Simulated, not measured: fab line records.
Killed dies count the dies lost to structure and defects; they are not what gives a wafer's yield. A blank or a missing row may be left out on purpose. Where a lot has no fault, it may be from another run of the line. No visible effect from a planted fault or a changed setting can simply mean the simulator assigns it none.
Matching of chambers :: flow nand-harc :: NHARC_A_M1_DEP_33 on pecvd-03: 3 sister chambers
The step deposits SiCN, target thk 30 nm. 3 wafers are shown with their chamber, then 8 later ones without.

== WAFERS PAIRED WITH THEIR CHAMBERS ==
wafer: L081.2
chamber: 0
heater-power-w (W): 602

wafer: L086.1
chamber: 1
heater-power-w (W): 570

wafer: L089.2
chamber: 2
heater-power-w (W): 496

== WAFERS WITH NO CHAMBER GIVEN ==
wafer: L089.5
heater-power-w (W): 545

wafer: L089.6
heater-power-w (W): 393

wafer: L094.2
heater-power-w (W): 455

wafer: L094.5
heater-power-w (W): 467

wafer: L094.6
heater-power-w (W): 578

wafer: L096.1
heater-power-w (W): 550

wafer: L096.4
heater-power-w (W): 496

wafer: L096.5
heater-power-w (W): 556

== THE CHAMBER EACH PASSED THROUGH ==
wafer: L089.5
from the rows above: can't be placed: 1 or 2 or 0
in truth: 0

wafer: L089.6
from the rows above: can't be placed: 2 or 1
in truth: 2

wafer: L094.2
from the rows above: can't be placed: 2 or 1
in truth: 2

wafer: L094.5
from the rows above: can't be placed: 2 or 1
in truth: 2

wafer: L094.6
from the rows above: can't be placed: 1 or 0 or 2
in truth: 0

wafer: L096.1
from the rows above: can't be placed: 1 or 0 or 2
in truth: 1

wafer: L096.4
from the rows above: can't be placed: 2 or 1
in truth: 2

wafer: L096.5
from the rows above: can't be placed: 1 or 0 or 2
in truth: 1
Placed correctly: 0 of 8. These rows do not allow placing 8 (true chamber among the candidates in 8). Placed wrongly: 0.
How it was worked out, from the rows above alone: a wafer's distance from a chamber is the root of the sum, over the readings, of the square of ((its reading less the chamber's mean) divided by the reading's scatter). The wafer belongs to the nearest chamber; if the next one is less than 2 further off, it can't be placed. Each chamber's mean is taken over the wafers shown for it. The scatter: root of mean squared gap, hidden wafer to nearest shown wafer, with one shown wafer a chamber.
